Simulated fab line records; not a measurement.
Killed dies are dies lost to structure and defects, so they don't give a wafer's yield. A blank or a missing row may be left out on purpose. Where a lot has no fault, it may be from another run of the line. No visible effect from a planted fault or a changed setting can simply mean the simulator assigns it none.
Matching of chambers || flow n5Finfet || 3 sister chambers for N5_GATE_CUT_PECVD_57 on pecvd-02
The step deposits SiNx from SiH4/NH3/N2, target thk 21 nm. 24 wafers are shown with their chamber, then 12 later ones without.

## EACH WAFER AND ITS CHAMBER
{"wafer": "L075.1", "chamber": 2, "showerheadPlenumPTorr (Torr)": 5.03, "throttleValvePct (%)": 38.1, "heaterPowerW (W)": 805}
{"wafer": "L075.3", "chamber": 0, "showerheadPlenumPTorr (Torr)": 5.09, "throttleValvePct (%)": 41.4, "heaterPowerW (W)": 621}
{"wafer": "L075.5", "chamber": 0, "showerheadPlenumPTorr (Torr)": 5.08, "throttleValvePct (%)": 41.4, "heaterPowerW (W)": 617}
{"wafer": "L076.1", "chamber": 0, "showerheadPlenumPTorr (Torr)": 5.08, "throttleValvePct (%)": 41.7, "heaterPowerW (W)": 683}
{"wafer": "L076.3", "chamber": 1, "showerheadPlenumPTorr (Torr)": 5.28, "throttleValvePct (%)": 41.8, "heaterPowerW (W)": 785}
{"wafer": "L076.5", "chamber": 0, "showerheadPlenumPTorr (Torr)": 5.09, "throttleValvePct (%)": 41.5, "heaterPowerW (W)": 689}
{"wafer": "L080.1", "chamber": 1, "showerheadPlenumPTorr (Torr)": 5.29, "throttleValvePct (%)": 41.5, "heaterPowerW (W)": 798}
{"wafer": "L080.3", "chamber": 2, "showerheadPlenumPTorr (Torr)": 5.01, "throttleValvePct (%)": 37.7, "heaterPowerW (W)": 650}
{"wafer": "L080.5", "chamber": 1, "showerheadPlenumPTorr (Torr)": 5.26, "throttleValvePct (%)": 41.6, "heaterPowerW (W)": 799}
{"wafer": "L081.1", "chamber": 1, "showerheadPlenumPTorr (Torr)": 5.28, "throttleValvePct (%)": 41.8, "heaterPowerW (W)": 832}
{"wafer": "L081.2", "chamber": 0, "showerheadPlenumPTorr (Torr)": 5.08, "throttleValvePct (%)": 41.7, "heaterPowerW (W)": 692}
{"wafer": "L081.3", "chamber": 2, "showerheadPlenumPTorr (Torr)": 5.03, "throttleValvePct (%)": 38.2, "heaterPowerW (W)": 744}
{"wafer": "L081.4", "chamber": 2, "showerheadPlenumPTorr (Torr)": 5.03, "throttleValvePct (%)": 38.2, "heaterPowerW (W)": 739}
{"wafer": "L081.5", "chamber": 1, "showerheadPlenumPTorr (Torr)": 5.28, "throttleValvePct (%)": 41.7, "heaterPowerW (W)": 820}
{"wafer": "L081.6", "chamber": 0, "showerheadPlenumPTorr (Torr)": 5.10, "throttleValvePct (%)": 41.7, "heaterPowerW (W)": 712}
{"wafer": "L082.1", "chamber": 0, "showerheadPlenumPTorr (Torr)": 5.08, "throttleValvePct (%)": 41.6, "heaterPowerW (W)": 733}
{"wafer": "L082.2", "chamber": 1, "showerheadPlenumPTorr (Torr)": 5.28, "throttleValvePct (%)": 41.8, "heaterPowerW (W)": 821}
{"wafer": "L082.3", "chamber": 2, "showerheadPlenumPTorr (Torr)": 5.03, "throttleValvePct (%)": 38.0, "heaterPowerW (W)": 750}
{"wafer": "L082.4", "chamber": 1, "showerheadPlenumPTorr (Torr)": 5.28, "throttleValvePct (%)": 41.9, "heaterPowerW (W)": 806}
{"wafer": "L082.5", "chamber": 0, "showerheadPlenumPTorr (Torr)": 5.09, "throttleValvePct (%)": 41.6, "heaterPowerW (W)": 593}
{"wafer": "L082.6", "chamber": 2, "showerheadPlenumPTorr (Torr)": 5.03, "throttleValvePct (%)": 38.2, "heaterPowerW (W)": 741}
{"wafer": "L083.2", "chamber": 0, "showerheadPlenumPTorr (Torr)": 5.10, "throttleValvePct (%)": 41.7, "heaterPowerW (W)": 705}
{"wafer": "L083.4", "chamber": 0, "showerheadPlenumPTorr (Torr)": 5.09, "throttleValvePct (%)": 41.7, "heaterPowerW (W)": 745}
{"wafer": "L083.5", "chamber": 1, "showerheadPlenumPTorr (Torr)": 5.27, "throttleValvePct (%)": 41.6, "heaterPowerW (W)": 771}

SIGNATURES (averages over the wafers above)
{"reading": "showerheadPlenumPTorr", "chamber 0": 5.0880, "chamber 1": 5.2775, "chamber 2": 5.0267, "scatter within a chamber": 0.00829}
{"reading": "throttleValvePct", "chamber 0": 41.600, "chamber 1": 41.712, "chamber 2": 38.067, "scatter within a chamber": 0.148}
{"reading": "heaterPowerW", "chamber 0": 679.00, "chamber 1": 804.00, "chamber 2": 738.17, "scatter within a chamber": 43.2}
Rule: distance of a wafer from a chamber = root of the sum over the readings of ((wafer's reading minus chamber's mean) / reading's scatter) squared. If the next closest chamber is less than 2 further off than the closest, the wafer can't be placed; otherwise it belongs to the closest. How the scatter is found: for the shown wafers, subtract from each reading the mean of its chamber, square and add these, divide the total by (wafers less chambers), then take the root.

## WAFERS WHOSE CHAMBER IS MISSING
{"wafer": "L086.1", "showerheadPlenumPTorr (Torr)": 5.29, "throttleValvePct (%)": 41.7, "heaterPowerW (W)": 835}
{"wafer": "L086.3", "showerheadPlenumPTorr (Torr)": 5.03, "throttleValvePct (%)": 38.3, "heaterPowerW (W)": 693}
{"wafer": "L086.4", "showerheadPlenumPTorr (Torr)": 5.09, "throttleValvePct (%)": 41.4, "heaterPowerW (W)": 621}
{"wafer": "L091.1", "showerheadPlenumPTorr (Torr)": 5.29, "throttleValvePct (%)": 41.9, "heaterPowerW (W)": 757}
{"wafer": "L091.2", "showerheadPlenumPTorr (Torr)": 5.09, "throttleValvePct (%)": 41.8, "heaterPowerW (W)": 602}
{"wafer": "L091.3", "showerheadPlenumPTorr (Torr)": 5.03, "throttleValvePct (%)": 38.7, "heaterPowerW (W)": 795}
{"wafer": "L091.4", "showerheadPlenumPTorr (Torr)": 5.29, "throttleValvePct (%)": 41.9, "heaterPowerW (W)": 756}
{"wafer": "L091.5", "showerheadPlenumPTorr (Torr)": 5.09, "throttleValvePct (%)": 41.4, "heaterPowerW (W)": 607}
{"wafer": "L091.6", "showerheadPlenumPTorr (Torr)": 5.02, "throttleValvePct (%)": 38.5, "heaterPowerW (W)": 778}
{"wafer": "L095.1", "showerheadPlenumPTorr (Torr)": 5.09, "throttleValvePct (%)": 41.7, "heaterPowerW (W)": 618}
{"wafer": "L095.3", "showerheadPlenumPTorr (Torr)": 5.09, "throttleValvePct (%)": 41.5, "heaterPowerW (W)": 637}
{"wafer": "L095.4", "showerheadPlenumPTorr (Torr)": 5.02, "throttleValvePct (%)": 38.8, "heaterPowerW (W)": 708}

## THE CHAMBER EACH PASSED THROUGH
{"wafer": "L086.1", "from the rows above": 1, "in truth": 1}
{"wafer": "L086.3", "from the rows above": 2, "in truth": 2}
{"wafer": "L086.4", "from the rows above": 0, "in truth": 0}
{"wafer": "L091.1", "from the rows above": 1, "in truth": 1}
{"wafer": "L091.2", "from the rows above": 0, "in truth": 0}
{"wafer": "L091.3", "from the rows above": 2, "in truth": 2}
{"wafer": "L091.4", "from the rows above": 1, "in truth": 1}
{"wafer": "L091.5", "from the rows above": 0, "in truth": 0}
{"wafer": "L091.6", "from the rows above": 2, "in truth": 2}
{"wafer": "L095.1", "from the rows above": 0, "in truth": 0}
{"wafer": "L095.3", "from the rows above": 0, "in truth": 0}
{"wafer": "L095.4", "from the rows above": 2, "in truth": 2}
Correctly placed: 12 of 12. Not placeable from these rows: 0. 0 placed wrongly.
